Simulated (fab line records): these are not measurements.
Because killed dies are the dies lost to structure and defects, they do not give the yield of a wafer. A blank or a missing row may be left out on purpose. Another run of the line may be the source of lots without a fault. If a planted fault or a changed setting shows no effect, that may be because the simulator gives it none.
Which tool is to blame? | flow n5Finfet | 13 lots, 34 wafers sampled, at 6 steps of a route of 1938

## WHAT THE GAUGES SHOWED, per wafer
N5_HKMG_FIN_INSPECT_28: inspects for defects (darkfield).
lot  | measured    | on               | rawDefectCount
L399 | day 4 10:05 | defectInspect-01 | 15 35 33
L400 | day 4 13:37 | defectInspect-01 | 72 86 74
L401 | day 4 21:22 | defectInspect-01 | 61 68
L402 | day 5 04:02 | defectInspect-02 | 45 60
L403 | day 5 05:44 | defectInspect-01 | 22 37
L407 | day 6 10:52 | defectInspect-02 | 16 52 35
L410 | day 7 04:08 | defectInspect-01 | 24 29
L412 | day 7 16:05 | defectInspect-02 | 44 59 46
L415 | day 8 10:07 | defectInspect-01 | 38 30 43
L416 | day 8 12:33 | defectInspect-01 | 27 37
L417 | day 8 19:28 | defectInspect-01 | 50 35 48
L418 | day 9 01:59 | defectInspect-01 | 22 38 15
L421 | day 9 20:58 | defectInspect-01 | 45 52 60

N5_GATE_CUT_CD_MEAS_13: the cd target is 20 nm.
lot  | measured     | on       | cdNm (nm)
L399 | day 4 14:11  | cdSem-01 | 20.03 19.83 20.01
L400 | day 4 17:19  | cdSem-03 | 19.90 19.84 19.34
L401 | day 5 00:59  | cdSem-02 | 20.27 19.96
L402 | day 5 07:44  | cdSem-03 | 20.06 20.12
L403 | day 5 10:05  | cdSem-03 | 20.14 19.70
L407 | day 6 14:46  | cdSem-02 | 19.77 19.88 19.50
L410 | day 7 08:29  | cdSem-02 | 19.69 20.34
L412 | day 7 19:40  | cdSem-01 | 19.73 19.01 18.67
L415 | day 8 13:49  | cdSem-02 | 20.21 20.35 20.08
L416 | day 8 16:20  | cdSem-01 | 19.72 20.16
L417 | day 8 23:04  | cdSem-03 | 19.48 20.01 19.87
L418 | day 9 05:34  | cdSem-03 | 19.57 20.01 19.84
L421 | day 10 00:59 | cdSem-02 | 19.72 20.04 20.64

N5_BEOL_M4_RC_MEAS_101.
lot  | measured     | on        | DIBL_N (mV/V)  | DIBL_P (mV/V)  | IOFF_N (nA/um) | IOFF_P (nA/um) | ION_N (uA/um) | ION_P (uA/um) | SS_N (mV/dec)  | SS_P (mV/dec)  | VT_N (mV)   | VT_P (mV)
L399 | day 8 17:50  | prober-01 | 37.7 36.6 37.5 | 37.9 37.3 37.5 | 0.21 0.18 0.19 | 0.25 0.23 0.23 | 689 679 683   | 467 465 461   | 72.5 71.9 72.7 | 74.7 74.8 73.5 | 244 248 246 | -249 -250 -251
L400 | day 8 17:21  | prober-02 | 37.6 40.3 36.1 | 37.9 40.5 35.1 | 0.16 0.23 0.15 | 0.23 0.27 0.18 | 671 691 666   | 455 471 453   | 71.6 71.8 70.9 | 73.9 75.4 73.0 | 248 243 251 | -250 -247 -253
L401 | day 9 12:31  | prober-02 | 39.2 39.5      | 39.0 38.4      | 0.22 0.22      | 0.23 0.24      | 689 677       | 462 464       | 72.0 72.4      | 74.0 73.7      | 246 245     | -252 -252
L402 | day 9 16:39  | prober-01 | 32.0 36.2      | 31.3 37.0      | 0.11 0.19      | 0.16 0.25      | 660 694       | 462 475       | 70.6 71.7      | 72.4 73.5      | 256 246     | -253 -248
L403 | day 9 01:02  | prober-01 | 34.2 34.4      | 34.7 34.6      | 0.15 0.15      | 0.20 0.20      | 675 676       | 464 471       | 70.5 70.9      | 72.9 73.6      | 249 250     | -249 -248
L407 | day 10 21:35 | prober-01 | 36.3 36.0 35.0 | 34.0 33.9 32.9 | 0.13 0.13 0.12 | 0.17 0.16 0.16 | 664 671 658   | 456 453 458   | 70.8 70.9 71.3 | 72.6 73.0 72.2 | 253 252 256 | -258 -255 -256
L410 | day 12 10:33 | prober-02 | 35.0 35.8      | 34.6 35.2      | 0.12 0.13      | 0.17 0.18      | 667 664       | 456 452       | 71.5 71.1      | 72.6 72.2      | 256 254     | -254 -252
L412 | day 13 01:29 | prober-01 | 37.5 38.6 37.2 | 36.2 39.0 37.2 | 0.16 0.19 0.16 | 0.18 0.22 0.19 | 668 682 672   | 446 451 452   | 72.7 71.7 72.5 | 73.4 73.4 73.2 | 253 247 254 | -259 -252 -253
L415 | day 13 10:46 | prober-02 | 36.8 39.3 36.1 | 35.1 38.0 33.2 | 0.16 0.19 0.14 | 0.19 0.25 0.16 | 683 680 671   | 464 468 451   | 71.6 72.0 71.9 | 73.5 74.0 73.2 | 249 248 252 | -251 -248 -255
L416 | day 13 11:59 | prober-01 | 36.4 36.3      | 37.1 36.7      | 0.16 0.17      | 0.21 0.21      | 674 700       | 459 474       | 71.1 71.9      | 73.2 73.1      | 250 247     | -251 -251
L417 | day 13 19:34 | prober-01 | 33.3 33.8 35.5 | 34.4 34.5 36.3 | 0.14 0.12 0.16 | 0.16 0.16 0.19 | 686 662 674   | 462 455 456   | 72.0 71.7 71.9 | 72.5 73.3 73.9 | 250 254 250 | -254 -253 -253
L418 | day 13 10:07 | prober-01 | 36.8 35.3 35.3 | 38.1 37.1 37.4 | 0.18 0.16 0.17 | 0.22 0.19 0.20 | 676 673 689   | 468 456 470   | 71.6 72.2 72.2 | 73.6 72.8 72.9 | 248 251 249 | -252 -254 -252
L421 | day 14 21:52 | prober-01 | 33.3 37.5 36.8 | 33.5 38.2 36.7 | 0.13 0.19 0.18 | 0.15 0.21 0.20 | 663 677 680   | 460 459 460   | 71.1 72.0 71.3 | 72.2 73.9 73.4 | 250 248 244 | -253 -250 -252

## TOOL THAT RAN EACH LOT (tool first, then ch and the chambers of the sampled wafers, then the start)
lot  | N5_GATE_CUT_VAPOR_ETCH_60       | N5_GATE_CUT_EXPOSE_10            | N5_GATE_CUT_ETCH_36
L399 | rieMetal-01 ch 0,1, day 4 10:21 | euvScanner-01 ch 0, day 4 14:03  | rieDiel-06 ch 0,1, day 4 14:22
L400 | rieMetal-02 ch 0,1, day 4 13:53 | euvScanner-02 ch 0, day 4 17:11  | rieDiel-06 ch 1,2, day 4 17:58
L401 | rieMetal-02 ch 0, day 4 21:39   | euvScanner-02 ch 0, day 5 00:52  | rieDiel-06 ch 0,2, day 5 01:38
L402 | rieMetal-02 ch 0,1, day 5 04:18 | euvScanner-02 ch 0, day 5 07:37  | rieDiel-05 ch 0,3, day 5 07:55
L403 | rieMetal-02 ch 1, day 5 06:01   | euvScanner-02 ch 0, day 5 09:58  | rieDiel-02 ch 2,3, day 5 10:17
L407 | rieMetal-01 ch 0,1, day 6 11:08 | euvScanner-01 ch 0, day 6 14:38  | rieDiel-06 ch 0,2,3, day 6 15:06
L410 | rieMetal-02 ch 0,1, day 7 04:25 | euvScanner-02 ch 0, day 7 08:21  | rieDiel-02 ch 1,2, day 7 08:47
L412 | rieMetal-03 ch 0,1, day 7 16:21 | euvScanner-02 ch 0, day 7 19:31  | rieDiel-05 ch 0,1,3, day 7 19:50
L415 | rieMetal-01 ch 0,1, day 8 10:23 | euvScanner-01 ch 0, day 8 13:42  | rieDiel-02 ch 0,1, day 8 13:59
L416 | rieMetal-03 ch 1, day 8 12:49   | euvScanner-01 ch 0, day 8 16:12  | rieDiel-06 ch 1,2, day 8 16:49
L417 | rieMetal-03 ch 0,1, day 8 19:45 | euvScanner-01 ch 0, day 8 22:57  | rieDiel-02 ch 0,3, day 8 23:14
L418 | rieMetal-02 ch 0,1, day 9 02:16 | euvScanner-01 ch 0, day 9 05:26  | rieDiel-02 ch 0,2,3, day 9 05:58
L421 | rieMetal-03 ch 0,1, day 9 21:14 | euvScanner-01 ch 0, day 10 00:50 | rieDiel-02 ch 1,2,3, day 10 01:09
- N5_GATE_CUT_VAPOR_ETCH_60: etches HfO2 in BCl3/Cl2.
- N5_GATE_CUT_EXPOSE_10: exposes mask GATE CUT, target cd 20 nm.
- N5_GATE_CUT_ETCH_36: etches SiARC in CF4, target depth 13 nm, time 21.7 s.

## WHAT THE TOOLS THEMSELVES READ (means of the sampled wafers that have a number; where no wafer has one, the mark that the record gives instead)
N5_GATE_CUT_VAPOR_ETCH_60.
lot  | tool        | drypumpMotorCurrentA (A) | oesProductAu (a.u.)
L399 | rieMetal-01 | 5.5                      | 0.78
L400 | rieMetal-02 | 5.6                      | 0.73
L401 | rieMetal-02 | 5.8                      | 0.68
L402 | rieMetal-02 | 5.7                      | 0.72
L403 | rieMetal-02 | 5.5                      | 0.76
L407 | rieMetal-01 | 5.1                      | 0.69
L410 | rieMetal-02 | 5.6                      | 0.72
L412 | rieMetal-03 | 5.3                      | 0.64
L415 | rieMetal-01 | 5.5                      | 0.76
L416 | rieMetal-03 | 4.8                      | 0.61
L417 | rieMetal-03 | 5.7                      | 0.67
L418 | rieMetal-02 | 5.6                      | 0.72
L421 | rieMetal-03 | 5.7                      | 0.67

N5_GATE_CUT_EXPOSE_10.
lot  | tool          | exposureDoseMJCm2
L399 | euvScanner-01 | 43.21
L400 | euvScanner-02 | 43.36
L401 | euvScanner-02 | 43.36
L402 | euvScanner-02 | 43.36
L403 | euvScanner-02 | 43.34
L407 | euvScanner-01 | 43.20
L410 | euvScanner-02 | 43.35
L412 | euvScanner-02 | 44.15
L415 | euvScanner-01 | 43.18
L416 | euvScanner-01 | 43.11
L417 | euvScanner-01 | 43.11
L418 | euvScanner-01 | 43.20
L421 | euvScanner-01 | 43.18

N5_GATE_CUT_ETCH_36.
lot  | tool       | drypumpMotorCurrentA (A) | etchRfOnTimeS (s) | oesProductAu (a.u.) | rfVppV (V) | showerheadPlenumPTorr (Torr) | throttleValvePct (%)
L399 | rieDiel-06 | 6.1                      | 21.9              | 0.63                | 183.7      | 2.11                         | 15.71
L400 | rieDiel-06 | 6.2                      | 21.6              | 0.62                | 184.3      | 2.16                         | 15.67
L401 | rieDiel-06 | 5.4                      | 21.8              | 0.68                | 183.9      | 2.17                         | 15.69
L402 | rieDiel-05 | 5.2                      | 21.6              | 0.68                | 183.7      | 2.12                         | 15.62
L403 | rieDiel-02 | 5.8                      | 21.1              | 0.63                | 183.6      | 2.12                         | 15.64
L407 | rieDiel-06 | 5.5                      | 22.0              | 0.66                | 184.0      | 2.18                         | 15.72
L410 | rieDiel-02 | 5.8                      | 22.1              | 0.69                | 183.9      | 2.12                         | 15.62
L412 | rieDiel-05 | 5.3                      | 21.6              | 0.65                | 184.0      | 2.14                         | 15.64
L415 | rieDiel-02 | 5.5                      | 22.2              | 0.68                | 183.8      | 2.14                         | 15.76
L416 | rieDiel-06 | 6.1                      | 21.6              | 0.61                | 183.9      | 2.17                         | 15.69
L417 | rieDiel-02 | 5.4                      | 21.3              | 0.74                | 184.0      | 2.13                         | 15.49
L418 | rieDiel-02 | 5.6                      | 21.2              | 0.70                | 184.2      | 2.15                         | 15.62
L421 | rieDiel-02 | 5.7                      | 21.5              | 0.73                | 184.1      | 2.10                         | 15.51

## THE ANSWER, worked out from the rows above alone
Rule: usual is defined by the lots themselves. The widest of any qualifying gaps counts: lots, ordered by their means at a reading, are off when they make up no more than a third of the lots, leave a main group of 4 or more, and stand apart from it by 3 or more times the standard deviation of that group's means. A main group whose means are all the same, to the digits that the tables above print for the reading, isn't used. A lot without any number at a reading at which 4 lots or more have one is off too. All remaining lots with rows at the step are treated as sound. First the gauges in route order, then the tools' own readings, where a lot's mean is used as printed above. At the first step where some lot is off, the reading lying furthest off is the one used; lots without a number count as furthest.
Off: L412, at N5_GATE_CUT_CD_MEAS_13 (cdNm). The main group: mean 19.95 nm, standard deviation 0.16.
If a tool, at a process step before that reading, ran all the lots that are off and no sound lot after the first of them, it fits. Not tried: the gauges at N5_GATE_CUT_CD_MEAS_13; whatever is off there is also off at N5_GATE_CUT_EXPOSE_10, on other tools, and gauge error can't account for it. One fits: euvScanner-02 at N5_GATE_CUT_EXPOSE_10. Its last sound lot is L410 (day 7 08:21), its first lot that is off L412 (day 7 19:31): a fault that began between those two fits.
The tool's own readings at N5_GATE_CUT_EXPOSE_10 bear it out: on the lots that are off they differ by more than 5 times the standard deviation of the sound lots' means. exposureDoseMJCm2 reads 44.15 there against 43.25 on the sound lots.

## WHAT THE SIMULATOR HAD PUT IN
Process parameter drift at N5_GATE_CUT_EXPOSE_10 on euvScanner-02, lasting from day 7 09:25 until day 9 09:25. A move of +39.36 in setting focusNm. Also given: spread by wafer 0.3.
Struck lots among those shown: L412. The rule given above showed the same thing.
